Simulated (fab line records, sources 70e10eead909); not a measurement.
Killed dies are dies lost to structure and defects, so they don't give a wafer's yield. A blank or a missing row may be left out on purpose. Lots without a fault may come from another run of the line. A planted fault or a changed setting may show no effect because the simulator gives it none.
Which tool did it? | flow nand_harc | 13 lots, 39 wafers sampled, at 4 steps of a route of 1302

WHAT THE GAUGES READ, wafer by wafer
NHARC_P_ZERO_WELL_CD_MEAS_11: target cd 500 nm. Usual: cd_nm 500.0 nm, standard deviation 2.
lot  | measured     | on        | cd_nm (nm)        | flag
L954 | day 2 07:14  | cd_sem-01 | 499.8 502.1 500.3 |
L955 | day 2 17:07  | cd_sem-01 | 501.8 502.4 499.8 |
L956 | day 3 03:07  | cd_sem-01 | 503.3 501.7 500.9 |
L957 | day 3 13:07  | cd_sem-03 | 499.4 497.9 501.3 |
L958 | day 3 23:14  | cd_sem-03 | 501.8 500.6 500.3 |
L959 | day 4 09:14  | cd_sem-01 | 495.3 497.1 498.0 |
L960 | day 4 19:14  | cd_sem-01 | 499.1 498.9 499.4 |
L963 | day 6 01:07  | cd_sem-01 | 499.5 500.7 501.8 |
L964 | day 6 11:14  | cd_sem-02 | 500.2 501.4 497.2 |
L965 | day 6 21:15  | cd_sem-03 | 502.4 500.3 500.8 |
L966 | day 7 07:14  | cd_sem-02 | 500.4 502.9 500.9 |
L974 | day 10 15:14 | cd_sem-03 | 498.0 499.2 497.7 |
L976 | day 11 11:15 | cd_sem-02 | 498.6 502.2 499.4 |

NHARC_P_ZERO_WELL_CD_MEAS_24: target cd 720 nm. Usual: cd_nm 719.9 nm, standard deviation 1.5.
lot  | measured     | on        | cd_nm (nm)        | flag
L954 | day 2 11:13  | cd_sem-01 | 720.4 718.6 718.4 |
L955 | day 2 18:27  | cd_sem-01 | 722.8 722.2 721.0 |
L956 | day 3 04:31  | cd_sem-03 | 720.6 721.5 721.4 |
L957 | day 3 14:28  | cd_sem-02 | 719.3 721.4 720.4 |
L958 | day 4 00:35  | cd_sem-03 | 719.6 720.1 718.8 |
L959 | day 4 10:29  | cd_sem-03 | 720.9 721.5 722.3 |
L960 | day 4 20:29  | cd_sem-02 | 717.6 719.3 717.9 |
L963 | day 6 02:22  | cd_sem-02 | 719.9 720.2 720.8 |
L964 | day 6 12:35  | cd_sem-03 | 717.6 716.6 717.7 |
L965 | day 7 00:43  | cd_sem-02 | 720.2 719.2 720.1 |
L966 | day 7 08:35  | cd_sem-01 | - - -             | OFF
L974 | day 10 16:37 | cd_sem-03 | 720.5 721.7 722.2 |
L976 | day 11 12:35 | cd_sem-03 | 719.0 719.6 721.5 |

WHICH TOOL RAN EACH LOT (tool, then ch and the chambers of the sampled wafers, then the start)
lot  | NHARC_P_ZERO_WELL_ETCH_65          | NHARC_P_ZERO_WELL_EXPOSE_21
L954 | rie_diel-08 ch 0,2,3, day 2 10:07  | krf_scanner-02 ch 0, day 2 11:04
L955 | rie_diel-08 ch 0,1,2, day 2 17:22  | krf_scanner-04 ch 0, day 2 18:18
L956 | rie_diel-08 ch 0,1,3, day 3 03:25  | krf_scanner-02 ch 0, day 3 04:22
L957 | rie_diel-08 ch 1,3, day 3 13:22    | krf_scanner-04 ch 0, day 3 14:19
L958 | rie_diel-01 ch 1,2,3, day 3 23:29  | krf_scanner-02 ch 0, day 4 00:26
L959 | rie_diel-04 ch 0,1,2, day 4 09:30  | krf_scanner-02 ch 0, day 4 10:20
L960 | rie_diel-01 ch 1,3, day 4 19:29    | krf_scanner-02 ch 0, day 4 20:19
L963 | rie_diel-04 ch 0,1,3, day 6 01:22  | krf_scanner-02 ch 0, day 6 02:13
L964 | rie_diel-08 ch 0,3, day 6 11:29    | krf_scanner-03 ch 0, day 6 12:25
L965 | rie_diel-04 ch 0,1,3, day 6 23:37  | krf_scanner-02 ch 0, day 7 00:34
L966 | rie_diel-04 ch 0,1,2, day 7 07:29  | krf_scanner-04 ch 0, day 7 08:26
L974 | rie_diel-08 ch 0,2,3, day 10 15:29 | krf_scanner-02 ch 0, day 10 16:27
L976 | rie_diel-01 ch 1,3, day 11 11:29   | krf_scanner-04 ch 0, day 11 12:26
- NHARC_P_ZERO_WELL_ETCH_65: etches the open film in N2/H2, target depth 80 nm, overetch 24 nm, time 87.88 s.
- NHARC_P_ZERO_WELL_EXPOSE_21: exposes mask P NWELL, target cd 720 nm.

WHAT THE TOOLS THEMSELVES READ (means of the sampled wafers that have a number; where no wafer has one, the mark that the record gives instead)
NHARC_P_ZERO_WELL_ETCH_65. Usual: drypump_motor_current_A 5.6 A, standard deviation 0.4; oes_product_au 1.000 a.u., standard deviation 0.012; rf_vpp_V 430.2 V, standard deviation 2.4; showerhead_plenum_p_Torr 2.03 Torr, standard deviation 0.08; throttle_valve_pct 14.172 %, standard deviation 0.0093.
lot  | tool        | drypump_motor_current_A (A) | oes_product_au (a.u.) | rf_vpp_V (V) | showerhead_plenum_p_Torr (Torr) | throttle_valve_pct (%) | flag
L954 | rie_diel-08 | 5.7                         | 0.996                 | 430.5        | 2.00                            | 14.181                 |
L955 | rie_diel-08 | 5.7                         | 0.996                 | 429.9        | 2.02                            | 14.170                 |
L956 | rie_diel-08 | 5.7                         | 0.994                 | 431.0        | 2.02                            | 14.169                 |
L957 | rie_diel-08 | 5.8                         | 0.987                 | 431.2        | 2.07                            | 14.186                 |
L958 | rie_diel-01 | 5.9                         | 0.997                 | 428.4        | 1.97                            | 14.160                 |
L959 | rie_diel-04 | 5.6                         | 1.001                 | 431.8        | 2.08                            | 14.181                 |
L960 | rie_diel-01 | 6.1                         | 1.006                 | 428.7        | 2.00                            | 14.162                 |
L963 | rie_diel-04 | 5.3                         | 1.001                 | 432.2        | 2.12                            | 14.165                 |
L964 | rie_diel-08 | 5.5                         | 1.010                 | 428.9        | 1.96                            | 14.168                 |
L965 | rie_diel-04 | 5.4                         | 0.995                 | 432.8        | 2.11                            | 14.172                 |
L966 | rie_diel-04 | 5.6                         | 1.006                 | 430.5        | 2.07                            | 14.161                 |
L974 | rie_diel-08 | 5.7                         | 1.000                 | 428.7        | 1.98                            | 14.169                 |
L976 | rie_diel-01 | 6.1                         | 0.992                 | 427.8        | 1.98                            | 14.176                 |

THE ANSWER, worked out from the rows above alone
Rule: a lot is off if the mean of its wafers that have a number lies more than 3 standard deviations from the usual mean. A lot without any number at a reading at which 4 lots or more have one is off too. The other lots that the step has rows for count as sound. The gauges are gone through in route order, then the tools' own readings, and for those a lot's mean is taken as printed above. The first step at which some lot is off is used, and at that step the reading that is off furthest; a lot without a number counts as furthest.
Off: L966, at NHARC_P_ZERO_WELL_CD_MEAS_24 (cd_nm). Without a number there: L966.
A tool fits if, at a process step before that reading, it ran every lot that is off, and no sound lot after the first of them. The gauges at NHARC_P_ZERO_WELL_CD_MEAS_24 are tried like those tools. Can't be told from this: 2 tools fit, rie_diel-04 at NHARC_P_ZERO_WELL_ETCH_65, cd_sem-01 at NHARC_P_ZERO_WELL_CD_MEAS_24.

WHAT THE SIMULATOR HAD PUT IN
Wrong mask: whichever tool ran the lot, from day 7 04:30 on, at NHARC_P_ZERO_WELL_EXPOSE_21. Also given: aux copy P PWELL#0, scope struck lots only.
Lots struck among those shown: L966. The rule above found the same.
